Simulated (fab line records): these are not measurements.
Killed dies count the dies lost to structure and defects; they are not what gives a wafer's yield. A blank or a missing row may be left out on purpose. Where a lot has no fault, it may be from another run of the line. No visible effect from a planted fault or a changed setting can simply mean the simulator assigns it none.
Which tool did it?	flow n5Finfet	10 lots, 30 wafers sampled, at 3 steps of a route of 1938

## WHAT THE GAUGES READ, wafer by wafer
N5_WELL_APT_INSPECT_10: inspects for defects (macro).
lot	measured	on	rawDefectCount
L772	day 2 08:07	defectInspect-02	1 2 3
L777	day 3 13:37	defectInspect-02	3 2 2
L779	day 4 01:37	defectInspect-02	1 0 4
L780	day 4 07:44	defectInspect-02	3 0 1
L781	day 4 13:52	defectInspect-01	2 3 0
L783	day 5 01:46	defectInspect-02	1 1 2
L784	day 5 08:07	defectInspect-01	3 0 2
L788	day 6 07:44	defectInspect-01	2 6 2
L789	day 6 13:44	defectInspect-02	5 0 1
L792	day 7 07:46	defectInspect-02	3 2 2

## WHICH TOOL RAN EACH LOT (tool, then ch and the chambers of the sampled wafers, then the start)
lot	N5_ZERO_LAYER_PECVD_02	N5_ZERO_LAYER_DESCUM_16
L772	pecvd-02 ch 0,1,2, day 2 06:17	rieDiel-01 ch 0,1,2, day 2 06:49
L777	pecvd-03 ch 1,2, day 3 12:17	rieDiel-01 ch 1,3, day 3 12:41
L779	pecvd-02 ch 0,1, day 4 00:17	rieDiel-02 ch 1,2,3, day 4 00:41
L780	pecvd-01 ch 1,2, day 4 06:17	rieDiel-06 ch 0,1, day 4 06:48
L781	pecvd-03 ch 0,1,2, day 4 12:17	rieDiel-02 ch 0,2,3, day 4 12:49
L783	pecvd-01 ch 0,1,2, day 5 00:18	rieDiel-01 ch 0,1,2, day 5 00:43
L784	pecvd-02 ch 0,2, day 5 06:17	rieDiel-02 ch 1,3, day 5 07:01
L788	pecvd-03 ch 0,2, day 6 06:17	rieDiel-02 ch 2,3, day 6 06:48
L789	pecvd-02 ch 0,1,2, day 6 12:19	rieDiel-02 ch 2,3, day 6 12:41
L792	pecvd-03 ch 0,2, day 7 06:17	rieDiel-02 ch 1,2,3, day 7 06:49
- N5_ZERO_LAYER_PECVD_02: deposits SiO2 from SiH4/N2O, target thk 10 nm, time 6 s.
- N5_ZERO_LAYER_DESCUM_16: chemistry O2, time 7.9 s.

## THE ANSWER, worked out from the rows above alone
Rule: the usual values come from the lots themselves. The widest of any qualifying gaps counts: lots, ordered by their means at a reading, are off when they make up no more than a third of the lots, leave a main group of 4 or more, and stand apart from it by 3 or more times the standard deviation of that group's means. If all means in a main group match to the digits the tables above print for the reading, that group is not used. Also off: a lot with no number at a reading for which 4 or more lots have one. All remaining lots with rows at the step are treated as sound.
Nothing can be told from this: no lot is off at any reading shown.

## WHAT THE SIMULATOR HAD INSERTED
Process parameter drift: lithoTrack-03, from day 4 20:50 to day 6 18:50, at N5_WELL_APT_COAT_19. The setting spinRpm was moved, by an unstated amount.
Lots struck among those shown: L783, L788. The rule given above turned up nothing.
